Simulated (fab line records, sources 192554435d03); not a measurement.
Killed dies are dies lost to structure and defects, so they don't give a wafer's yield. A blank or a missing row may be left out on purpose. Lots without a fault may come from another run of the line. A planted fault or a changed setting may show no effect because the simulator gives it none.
A struck lot beside a sound one | flow n5_finfet | 26 steps out of a route of 1938
Sound: wafers L177.2, L177.4, L177.6. Struck: wafers L183.2, L183.3, L183.5. The cause comes at the end.
At each step with rows: each side's tool, then ch and its chambers, then its first start. Under that, the readings that differ: sound wafers | struck wafers | difference of the means | sigmas: that difference in standard deviations of wafers without a fault.
alike: readings whose means differ by less than 2 such deviations, and words and numbers that are the same on both sides. not compared: withheld readings, readings that some wafer has no value for, bounds like >300 that may hide the same value, and numbers for which the record gives no deviation and whose values overlap.
The two part at a step that has a row with sigmas, a row that says differs or no value, or rows on one side only. Numbers that don't overlap but have no deviation are shown without sigmas and don't part them. A reading that every wafer of one side lacks parts them only if that side has two wafers or more.

first, 9 steps without rows for these wafers: N5_MOL_CONTACT_COAG_ANNEAL_112 (time 1800 s); N5_BEOL_M0_SAQP_PECVD_00 (deposits SiCN from 3MS/NH3, target thk 8 nm, time 14 s); N5_BEOL_M0_SAQP_ILD_DEP_01 (deposits SiOC from DEMS/O2, target thk 45.419 nm, time 8.7 s); N5_BEOL_M0_SAQP_HM_DEP_02 (deposits TiN, target thk 12 nm); N5_BEOL_M0_SAQP_PECVD_03 (deposits SiCN from 3MS/NH3, target thk 12 nm, time 21.1 s); N5_BEOL_M0_SAQP_PECVD_96 (deposits a-Si from SiH4/He, target thk 45 nm, time 45.2 s); N5_BEOL_M0_SAQP_PECVD_97 (deposits SiNx from SiH4/NH3/N2, target thk 23 nm, time 19.9 s); N5_BEOL_M0_SAQP_PECVD_04 (deposits a-Si from SiH4/He, target thk 60 nm, time 60.2 s); N5_BEOL_M0_SAQP_HM_DEP_111 (deposits SiO2 from SiH4/N2O, target thk 12 nm, time 7.2 s).
N5_BEOL_M0_SAQP_COAT_81: time 60 s, resist thk 100 nm.
  sound on litho_track-05 ch 0, day 6 02:10; struck on litho_track-05 ch 0, day 7 08:58
  reading                                       | sound                | struck               | difference | sigmas
  spin_speed_rpm (rpm)                          | 1499.2 1499.8 1500.1 | 1453.9 1454.4 1455.1 | -45.2      | -46
  model.SOC_of_BEOL_M0_SAQP_COAT_81.thk_nm (nm) | 100.2 100.6 100      | 101.8 102.2 101.8    | +1.7       |
  alike: exhaust_pa
then, 9 steps without rows for these wafers: N5_BEOL_M0_SAQP_COAT_82 (time 60 s, resist thk 30 nm); N5_BEOL_M0_SAQP_COAT_08 (resist thk 90 nm); N5_BEOL_M0_SAQP_EBR_10; N5_BEOL_M0_SAQP_SOFTBAKE_09 (time 60 s); N5_BEOL_M0_SAQP_EXPOSE_11 (exposes mask M0 CORE, target cd 42 nm); N5_BEOL_M0_SAQP_PEB_12 (peb time 60 s); N5_BEOL_M0_SAQP_DEVELOP_13 (develop time 30 s); N5_BEOL_M0_SAQP_DESCUM_19 (chemistry O2, time 7.9 s); N5_BEOL_M0_SAQP_ETCH_83 (etches SiARC in CF4, target depth 39 nm, time 65 s).
N5_BEOL_M0_SAQP_ETCH_84: etches SOC in N2/H2, target depth 100 nm, overetch 20 nm, time 150 s.
  sound on rie_diel-03 ch 2,3, day 6 02:43; struck on rie_diel-03 ch 1,2,3, day 7 09:49
  reading                  | sound           | struck            | difference | sigmas
  model.etch.depth_nm (nm) | 100.1 100.6 100 | 101.9 102.2 101.9 | +1.8       |
  alike: drypump_motor_current_A, h2_flow_sccm, oes_product_au, rf_fwd_power_W, rf_vpp_V, showerhead_plenum_p_Torr, throttle_valve_pct
  not compared: rf_hours_counter_h
then, 3 steps without rows for these wafers: N5_BEOL_M0_SAQP_STRIP_80 (strips in N2/H2); N5_BEOL_M0_SAQP_HM_OPEN_112 (chemistry CHF3/O2, target SiO2, stops on a-Si, target depth 12 nm, time 13.5 s); N5_BEOL_M0_SAQP_STRIP_113 (strips in CHF3/O2).
N5_BEOL_M0_SAQP_MANDREL_ETCH_20: etches a-Si in HBr/Cl2, stops on SiNx, target depth 60 nm, bt time 10 s, time 30 s.
  sound on rie_si-02 ch 0,1, day 6 02:54; struck on rie_si-03 ch 1,2, day 7 10:01
  alike: drypump_motor_current_A, oes_product_au, rf_fwd_power_W, throttle_valve_pct
  not compared: rf_hours_counter_h, model.SOC_of_BEOL_M0_SAQP_COAT_81.thk_nm
then, 1 step without rows for these wafers: N5_BEOL_M0_SAQP_STRIP_86 (strips in N2/H2).
-- the record jumps here: 2 days lie between the struck wafers' starts before and after (it left off in module BEOL_M0_SAQP and takes up again in module BEOL_M4, whose first step shown is number 1111 of the route) --
N5_BEOL_M4_RC_MEAS_101:
  sound on prober-01 ch 0, day 8 13:38; struck on prober-02 ch 0, day 9 20:08
  alike: DIBL_N, DIBL_P, IOFF_N, IOFF_P, ION_N, ION_P, SS_N, SS_P, VT_N, VT_P

WHERE THEY PART
Only at N5_BEOL_M0_SAQP_COAT_81, within this record. Later steps at which nothing parts them and some readings are alike: N5_BEOL_M0_SAQP_ETCH_84, N5_BEOL_M0_SAQP_MANDREL_ETCH_20, N5_BEOL_M4_RC_MEAS_101.

WHY: what the simulator had put in
Process parameter drift: litho_track-05, from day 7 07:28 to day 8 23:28, at N5_BEOL_M0_SAQP_COAT_81. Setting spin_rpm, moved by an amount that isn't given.
